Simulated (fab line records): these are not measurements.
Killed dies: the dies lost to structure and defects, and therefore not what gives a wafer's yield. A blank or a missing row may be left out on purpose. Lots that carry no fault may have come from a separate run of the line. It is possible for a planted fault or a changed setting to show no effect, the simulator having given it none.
Struck lot and sound lot, side by side | flow nand harc | 14 out of 1159 route steps
Sound: the wafers L718.3, L718.4, L718.5. Struck: wafer L734.4 (L734.1, L734.2, from the same lot, were not struck and are left out); the cause is given at the end.
Each step with rows lists, per side, the tool, then ch with its chambers, then its first start. Under that, the readings that differ: sound wafers | struck wafers | difference of the means | sigmas: that difference in standard deviations of wafers without a fault.
alike: readings with means less than 2 such deviations apart, plus words and numbers identical on both sides. not compared: withheld readings, readings lacking a value on some wafer, bounds such as >300 that could conceal the same value, and numbers that have no deviation in the record and whose values overlap.
Wherever a step has rows on one side only, a row that says differs or no value, or a row with sigmas, the two part there. When numbers do not overlap yet have no deviation, they are printed without sigmas and do not part them. A reading that every wafer of one side lacks parts them only if that side has two wafers or more.

first, 1 step without rows for these wafers: NHARC_A_STAIRCASE_HARDBAKE_185 (time 140 s).
NHARC_A_STAIRCASE_DESCUM_186: chemistry O2, time 3 s.
  sound on rie diel-11 ch 1,2, day 11 11:49; struck on rie diel-13 ch 1, day 15 09:17
  alike: chamber pressure mTorr, drypump motor current A, oes product au, rf vpp V, showerhead plenum p Torr, throttle valve pct
  not compared: rf hours counter h
NHARC_A_STAIRCASE_TRIM_187: chemistry O2, time 211.2 s.
  sound on rie diel-11 ch 2,3, day 11 11:53; struck on rie diel-13 ch 2, day 15 09:51
  alike: chamber pressure mTorr, drypump motor current A, oes product au, rf vpp V, showerhead plenum p Torr, throttle valve pct
  not compared: rf hours counter h
NHARC_A_STAIRCASE_ETCH_188: etches the open film in C4F8/O2, target depth 100 nm, time 40.5 s.
  sound: rie diel-11 ch 0,1,3; struck: rie diel-13 ch 3
  alike: chamber pressure mTorr, oes product au, rf vpp V, run length s
  not compared: rf hours counter h
then, 1 step without rows for these wafers: NHARC_A_STAIRCASE_TRIM_189 (chemistry O2, time 211.2 s).
NHARC_A_STAIRCASE_ETCH_190: etches the open film in C4F8/O2, target depth 100 nm, time 40.5 s.
  sound: rie diel-11 ch 0,3; struck: rie diel-13 ch 2
  alike: chamber pressure mTorr, oes product au, rf vpp V, run length s
  not compared: rf hours counter h
NHARC_A_STAIRCASE_TRIM_191: chemistry O2, time 211.2 s.
  sound: rie diel-11 ch 0,1; struck: rie diel-13 ch 3
  reading                | sound                | struck | difference | sigmas
  throttle valve pct (%) | 17.029 17.037 17.026 | 17.052 | +0.021     | +2
  alike: chamber pressure mTorr, drypump motor current A, oes product au, rf vpp V, showerhead plenum p Torr
  not compared: rf hours counter h
then, 4 steps without rows for these wafers: NHARC_A_STAIRCASE_ETCH_192 (etches the open film in C4F8/O2, target depth 100 nm, time 40.5 s); NHARC_A_STAIRCASE_TRIM_193 (chemistry O2, time 211.2 s); NHARC_A_STAIRCASE_ETCH_194 (etches the open film in C4F8/O2, target depth 100 nm, time 40.5 s); NHARC_A_STAIRCASE_TRIM_196 (chemistry O2, time 211.2 s).
NHARC_A_STAIRCASE_ETCH_197: etches the open film in C4F8/O2, target depth 100 nm, time 40.5 s.
  sound on rie diel-11 ch 0,1, day 11 13:10; struck on rie diel-01 ch 3, day 15 11:52
  reading               | sound             | struck | difference | sigmas
  oes product au (a.u.) | 0.936 0.939 0.940 | 0.974  | +0.036     | +2
  run length s (s)      | 62.0 62.0 62.7    | 50.3   | -11.9      | -29
  alike: chamber pressure mTorr, rf vpp V
  not compared: rf hours counter h
then, 1 step without rows for these wafers: NHARC_A_STAIRCASE_TRIM_198 (chemistry O2, time 211.2 s).
-- jump in the record: it breaks off in module A_STAIRCASE and resumes in module END (first step shown: number 1159 of the route), and 8 days separate the struck wafers' starts before and after --
NHARC_END_SORT_01:
  only the struck wafers appear in the record here, on prober-02 ch 0 at day 23 15:49; the sound ones have no rows

## WHERE THEY PART
At NHARC_A_STAIRCASE_TRIM_191 first; at NHARC_END_SORT_01 last (within this record only).

WHY: whatever the simulator had introduced
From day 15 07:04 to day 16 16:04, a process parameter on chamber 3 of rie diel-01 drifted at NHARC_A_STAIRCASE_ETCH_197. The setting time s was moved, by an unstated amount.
